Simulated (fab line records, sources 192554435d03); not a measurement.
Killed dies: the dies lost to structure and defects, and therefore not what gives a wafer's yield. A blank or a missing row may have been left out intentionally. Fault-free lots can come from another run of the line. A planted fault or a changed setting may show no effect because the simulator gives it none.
Split-lot study | flow n5_finfet | on a route of 1938 steps: 7 lots, 21 wafers read

## ABOUT THE SPLIT
At N5_FIN_SAQP_PEB_14 (peb time 60 s), the setting peb_time_s was moved away from the recipe's 60 s on 6 of the 21 wafers read, by -15.4% to +17.2%. The other wafers ran this setting at the recipe's value.

## FROM THE SPLIT ON TO THE READING: in between, the file shows 1 step
- N5_FIN_SAQP_DEVELOP_15: develop time 30 s (also split here: develop_time_s)

## THE READING
Shown in nm: cd_nm at N5_FIN_SAQP_CD_MEAS_16, with target cd 35.6 nm. Fault-free wafers of this fab line usually give 35.6 nm, standard deviation 0.33 nm.

wafer  | tool, chamber at the split | peb_time_s as run, s | against the recipe | cd_nm, nm | against lot-mates on the recipe
L074.1 | litho_track-01, 0          | 60                   | recipe             | 35.1      | -
L074.2 | litho_track-01, 0          | 60                   | recipe             | 35.5      | -
L074.4 | litho_track-01, 0          | 60                   | recipe             | 35.5      | -
L076.1 | litho_track-04, 0          | 60                   | recipe             | 34.9      | -
L076.3 | litho_track-04, 0          | 67.52                | +12.5%             | 33.4      | -2.1
L076.4 | litho_track-04, 0          | 60                   | recipe             | 36.2      | -
L078.2 | litho_track-03, 0          | 50.75                | -15.4%             | 39.2      | no lot-mate on the recipe
L078.3 | litho_track-03, 0          | 50.75                | -15.4%             | 38.6      | no lot-mate on the recipe
L078.4 | litho_track-03, 0          | 50.75                | -15.4%             | 38.5      | no lot-mate on the recipe
L082.3 | litho_track-01, 0          | 60                   | recipe             | 35.1      | -
L082.5 | litho_track-01, 0          | 56.06                | -6.6%              | 37.0      | +1.9
L082.6 | litho_track-01, 0          | 60                   | recipe             | 35.1      | -
L089.1 | litho_track-01, 0          | 70.31                | +17.2%             | 33.4      | -2.0
L089.2 | litho_track-01, 0          | 60                   | recipe             | 35.2      | -
L089.5 | litho_track-01, 0          | 60                   | recipe             | 35.6      | -
L090.1 | litho_track-04, 0          | 60                   | recipe             | 35.3      | -
L090.4 | litho_track-04, 0          | 60                   | recipe             | 35.5      | -
L090.6 | litho_track-04, 0          | 60                   | recipe             | 35.9      | -
L094.2 | litho_track-04, 0          | 60                   | recipe             | 35.5      | -
L094.4 | litho_track-04, 0          | 60                   | recipe             | 35.2      | -
L094.5 | litho_track-04, 0          | 60                   | recipe             | 36.0      | -

THE FIT
A straight line over all 21 wafers: cd_nm changes by -0.183 nm for each +1% of peb_time_s; r = -0.95; the points scatter about the line by 0.45 nm.
The same after taking each lot's own level away (the mean of its wafers on the recipe; 18 wafers): -0.152 nm for each +1%; r = -0.89; scatter 0.41 nm.
On that fit, the largest move of peb_time_s shifts the reading by 2.6 nm.
The lots' own levels span 35.10 to 35.57 nm, that is 1.4 times the standard deviation above.
Thus the slope moves with the lot-to-lot level: the two fits are different.
Check: -3.36 nm against its lot-mates is what the line predicts for one of the wafers moved furthest among these (+17.2%) when that wafer is left out of the fit. It came out at -2 nm against them.

## THE OTHER SPLITS THESE WAFERS WENT THROUGH
These wafers also went through other splits before the reading. Each is held against what the fit with the lots' levels taken away leaves over:
other split on the same wafers          | wafers away from the commonest value | r with cd_nm (lot level and that fit taken away)
N5_ZERO_LAYER_EXPOSE_08 dose_mj         | 8                                    | +0.10
N5_ZERO_LAYER_DEVELOP_10 develop_time_s | 1                                    | +0.23
N5_WELL_APT_COAT_02 spin_rpm            | 8                                    | +0.16
N5_WELL_APT_PEB_06 peb_time_s           | 5                                    | -0.27
N5_FIN_SAQP_DEVELOP_15 develop_time_s   | 8                                    | +0.10

## FILE'S OWN FIT
cd_nm changes by -0.148 nm for each +1% of peb_time_s, r = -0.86.
